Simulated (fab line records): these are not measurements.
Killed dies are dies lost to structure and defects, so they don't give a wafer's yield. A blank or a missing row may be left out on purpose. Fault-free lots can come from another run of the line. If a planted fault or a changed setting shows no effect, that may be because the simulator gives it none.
One fault through the eyes of 3 desks ; flow nand_harc ; what lay behind the numbers comes last; until then each desk has only its own

== THE DEFECT DESK ==
Counts from the inspections along the route, per lot, as means over the sampled wafers that have a number. The brackets show how far a lot's mean lies from the usual mean; more than 4 standard deviations puts the lot out of limits, marked OUT.
Columns: A = raw_defect_count at NHARC_P_GATE_INSPECT_28, usual 6.0
lot;first seen here;A
L459;day 4 20:49;6.0
L465;day 6 00:17;7.3
L467;day 6 21:59;4.7
L469;day 7 09:34;11.0
L480;day 9 21:07;5.3
L482;day 10 17:02;7.0
This desk found nothing out of limits on any of the 6 lots.

== THE TOOL OWNER'S DESK: rie_si-06 ==
The tool's own readings at NHARC_P_GATE_ETCH_32 (etches the open film in HBr/Cl2, target depth 150 nm, time 100.1 s): means of the sampled wafers that have a number, for each lot that ran on this tool. The brackets show how far a lot's mean lies from the usual mean; more than 4 standard deviations puts the lot out of limits, marked OUT.
Columns: A = drypump_motor_current_A at NHARC_P_GATE_ETCH_32, usual 5.9 A; B = he_backside_leak_sccm at NHARC_P_GATE_ETCH_32, usual 2.71 sccm; C = mfc_cl2_sccm at NHARC_P_GATE_ETCH_32, usual 50.00 sccm; D = oes_product_au at NHARC_P_GATE_ETCH_32, usual 1.000 a.u.; E = throttle_valve_pct at NHARC_P_GATE_ETCH_32, usual 26.405 %
lot;first seen here;A;B;C;D;E
L459;day 4 21:36;6.0;2.82;50.00;0.993;26.401
L467;day 6 22:32;5.4;2.75;46.70 (-19) OUT;0.994;26.219 (-19) OUT
L469;day 7 10:16;5.8;2.62;46.65 (-20) OUT;1.008;26.206 (-20) OUT
Finding of this desk: L467, L469 out of limits; the first was L467 at day 6 22:32, on mfc_cl2_sccm at NHARC_P_GATE_ETCH_32. In limits: L459.

== METROLOGY DESK ==
What the gauges read, lot by lot, whatever tool the lot ran on: means of the sampled wafers that have a number. The brackets show how far a lot's mean lies from the usual mean; more than 4 standard deviations puts the lot out of limits, marked OUT.
Columns: A = cd_nm at NHARC_P_GATE_CD_MEAS_26, usual 120.2 nm; B = overlay_x_nm at NHARC_P_GATE_OVL_MEAS_27, usual -0.1 nm; C = overlay_y_nm at NHARC_P_GATE_OVL_MEAS_27, usual 0.2 nm
lot;first seen here;A;B;C
L459;day 4 20:41;120.0;1.4;0.4
L465;day 6 00:10;119.5;0.7;-0.7
L467;day 6 21:51;120.1;-0.6;0.2
L469;day 7 09:26;120.0;0.1;-1.4
L480;day 9 21:00;119.9;0.2;-0.9
L482;day 10 16:55;119.2;-0.6;0.1
This desk found nothing out of limits on any of the 6 lots.

== BROUGHT TOGETHER ==
The tool owner's desk had the chance to raise an alarm at day 6 22:32 on L467, L469.
Nothing the defect desk looked at was out of limits.
At the metrology desk, nothing out of limits was observed.
The defect desk has L467, L469 on record, within its limits.
The metrology desk holds a record of L467, L469, inside its limits.
NHARC_P_GATE_ETCH_32 was run on rie_si-06 by each of the lots named.

== WHAT THE SIMULATOR PUT IN ==
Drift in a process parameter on rie_si-06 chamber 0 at NHARC_P_GATE_ETCH_32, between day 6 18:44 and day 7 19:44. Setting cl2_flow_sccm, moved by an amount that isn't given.
Lots struck among those shown: L467, L469.
How many hours passed from the start of the fault until each desk's first out-of-limits reading: the tool owner's desk, 4.
